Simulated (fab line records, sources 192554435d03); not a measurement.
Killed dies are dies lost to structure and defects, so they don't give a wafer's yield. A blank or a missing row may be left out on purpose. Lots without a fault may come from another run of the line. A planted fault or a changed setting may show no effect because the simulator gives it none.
A struck lot beside a sound one | flow n5_finfet | 37 steps out of a route of 1938
Sound: wafers L591.2, L591.3, L591.6. Struck: wafers L579.1, L579.6. (L579.4 of the same lot was not struck and is left out.) The cause comes at the end.
At each step with rows: each side's tool, then ch and its chambers, then its first start. Under that, the readings that differ: sound wafers | struck wafers | difference of the means | sigmas: that difference in standard deviations of wafers without a fault.
alike: readings whose means differ by less than 2 such deviations, and words and numbers that are the same on both sides. not compared: withheld readings, readings that some wafer has no value for, bounds like >300 that may hide the same value, and numbers for which the record gives no deviation and whose values overlap.
The two part at a step that has a row with sigmas, a row that says differs or no value, or rows on one side only. Numbers that don't overlap but have no deviation are shown without sigmas and don't part them. A reading that every wafer of one side lacks parts them only if that side has two wafers or more.

first, 8 steps without rows for these wafers: N5_BEOL_M2_ECD_50 (material Cu, target thk 300 nm); N5_BEOL_M2_ANNEAL_51 (time 90 s); N5_BEOL_M2_CMP_52 (polishes, stops on SiOC, t overpolish 6.8 s, target thk 40 nm); N5_BEOL_M2_PRE_CLEAN_60 (time 15 s); N5_BEOL_M2_CO_CAP_55 (material Co, precursor CCTBA/H2, target thk 2 nm, time 102.1 s); N5_BEOL_M2_PRE_CLEAN_56 (time 15 s); N5_BEOL_M2_DEP_57 (deposits SiCN from 3MS/NH3, target thk 8 nm, time 14 s); N5_BEOL_M3_ILD_DEP_00 (deposits SiOC from DEMS/O2, target thk 79 nm, time 15.3 s).
N5_BEOL_M3_PECVD_72: deposits SiO2 from TEOS/O2, target thk 16 nm, time 18 s.
  sound on pecvd-03 ch 0,1, day 13 09:58; struck on pecvd-03 ch 1, day 9 15:29
  reading                                    | sound        | struck | difference | sigmas
  model.SiO2_of_BEOL_M3_PECVD_72.thk_nm (nm) | 15.6 15.8 16 | 24 24  | +8         |
  alike: heater_power_w, showerhead_plenum_p_Torr, throttle_valve_pct
then, 25 steps without rows for these wafers: N5_BEOL_M3_HM_DEP_02 (deposits TiN, target thk 20 nm); N5_BEOL_M3_COAT_61 (time 60 s, resist thk 60 nm); N5_BEOL_M3_COAT_62 (time 60 s, resist thk 12 nm); N5_BEOL_M3_COAT_73 (time 60 s, resist thk 5 nm); N5_BEOL_M3_COAT_05 (resist thk 30 nm); N5_BEOL_M3_EBR_07; N5_BEOL_M3_SOFTBAKE_06 (time 60 s); N5_BEOL_M3_EXPOSE_08 (exposes mask M3); N5_BEOL_M3_PEB_09 (peb time 60 s); N5_BEOL_M3_DEVELOP_10 (develop time 30 s); N5_BEOL_M3_DESCUM_16 (chemistry O2, time 7 s); N5_BEOL_M3_ETCH_74 (etches underlayer in N2/H2, target depth 6.5 nm, time 5.2 s); N5_BEOL_M3_ETCH_63 (etches SiARC in CF4, target depth 15.6 nm, time 26 s); N5_BEOL_M3_ETCH_64 (etches SOC in N2/H2, target depth 75 nm, overetch 15 nm, time 112.5 s); N5_BEOL_M3_STRIP_65 (strips in N2/H2); N5_BEOL_M3_STRIP_75 (strips in N2/H2); N5_BEOL_M3_STRIP_66 (strips in CF4); N5_BEOL_M3_HM_OPEN_17 (chemistry Cl2/BCl3, target TiN, target depth 20 nm, overetch 6 nm); N5_BEOL_M3_STRIP_19 (strips in O2); N5_BEOL_M3_COAT_67 (time 60 s, resist thk 60 nm); N5_BEOL_M3_COAT_68 (time 60 s, resist thk 12 nm); N5_BEOL_M3_COAT_76 (time 60 s, resist thk 5 nm); N5_BEOL_M3_COAT_22 (resist thk 30 nm); N5_BEOL_M3_EBR_24; N5_BEOL_M3_SOFTBAKE_23 (time 60 s).
N5_BEOL_M3_HM_STRIP_39: strips TiN in peroxide tin strip, target depth 25 nm, time 158 s.
  sound on wet_bench-03 ch 0,6,7, day 13 13:38; struck on wet_bench-01 ch 1,7, day 10 09:24
  reading                                    | sound        | struck    | difference | sigmas
  model.SiO2_of_BEOL_M3_PECVD_72.thk_nm (nm) | 15.4 15.8 16 | 23.8 23.8 | +8.1       |
N5_BEOL_M3_CMP_52: polishes, stops on SiOC, t overpolish 6.8 s, target thk 40 nm.
  sound on cmp-01 ch 1,2,3, day 13 17:19; struck on cmp-02 ch 2,3, day 10 14:00
  reading                      | sound          | struck    | difference | sigmas
  barrier_field_endpoint_s (s) | 23.8 25.7 25.0 | 34.0 33.9 | +9.1       | +15
  alike: motor_current_A, slurry_flow_ml_min
N5_BEOL_M4_RC_MEAS_101:
  sound on prober-02 ch 0, day 14 19:10; struck on prober-02 ch 0, day 11 08:21
  alike: DIBL_N, DIBL_P, IOFF_N, IOFF_P, ION_N, ION_P, SS_N, SS_P, VT_N, VT_P

WHERE THEY PART
Only at N5_BEOL_M3_CMP_52, within this record. Later steps at which nothing parts them and some readings are alike: N5_BEOL_M4_RC_MEAS_101.

WHY: what the simulator had put in
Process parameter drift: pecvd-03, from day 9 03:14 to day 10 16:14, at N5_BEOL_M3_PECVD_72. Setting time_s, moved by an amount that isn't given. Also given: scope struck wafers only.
